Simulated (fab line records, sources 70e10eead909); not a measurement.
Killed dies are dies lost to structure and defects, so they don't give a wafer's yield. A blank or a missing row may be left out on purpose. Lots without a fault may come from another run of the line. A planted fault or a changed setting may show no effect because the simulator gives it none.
Chamber matching | flow nand_harc | NHARC_A_CHANNEL_FILL_D1_ALD_25 on ald_hk-03: 4 sister chambers
The step deposits SiOx, target thk 60 nm, pulse time 10 s, ald cycles 600. 8 wafers are shown with their chamber, then 11 later ones without.

WAFERS WITH THEIR CHAMBER
wafer  | chamber | heater_power_w (W) | precursor_pulse_height_rel
L079.6 | 0       | 507                | 0.992
L083.1 | 1       | 508                | 1.005
L084.3 | 0       | 516                | 0.990
L084.5 | 3       | 569                | 1.041
L085.2 | 1       | 498                | 1.003
L085.4 | 2       | 473                | 0.989
L085.5 | 2       | 481                | 1.002
L092.1 | 3       | 538                | 1.000

WAFERS WITHOUT THEIR CHAMBER
wafer  | heater_power_w (W) | precursor_pulse_height_rel
L092.2 | 477                | 0.965
L092.4 | 515                | 1.018
L095.2 | 571                | 0.976
L095.1 | 490                | 0.984
L095.5 | 486                | 1.005
L096.4 | 541                | 1.004
L096.3 | 491                | 1.015
L096.2 | 486                | 0.990
L096.1 | 470                | 0.990
L096.5 | 562                | 1.007
L096.6 | 482                | 1.006

WHICH CHAMBER EACH WENT THROUGH
wafer  | from the rows above          | in truth
L092.2 | can't be placed: 2 or 0 or 1 | 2
L092.4 | can't be placed: 1 or 0 or 3 | 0
L095.2 | can't be placed: 3 or 0      | 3
L095.1 | can't be placed: 2 or 1 or 0 | 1
L095.5 | can't be placed: 2 or 1 or 0 | 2
L096.4 | can't be placed: 3 or 0 or 1 | 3
L096.3 | can't be placed: 1 or 2 or 0 | 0
L096.2 | can't be placed: 2 or 1 or 0 | 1
L096.1 | 2                            | 2
L096.5 | 3                            | 3
L096.6 | can't be placed: 2 or 1 or 0 | 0
Placed correctly: 2 of 11. Can't be placed from these rows: 9 (the true chamber is among the candidates in 9). Placed wrongly: 0.
How it was worked out, from the rows above alone: a wafer's distance from a chamber is the root of the sum, over the readings, of the square of ((its reading less the chamber's mean) divided by the reading's scatter). The wafer belongs to the nearest chamber; if the next one is less than 2 further off, it can't be placed. A chamber's mean is the mean of its shown wafers. The scatter: the root of (the sum of the squares of (reading less its chamber's mean) over the shown wafers, divided by (wafers less chambers)).
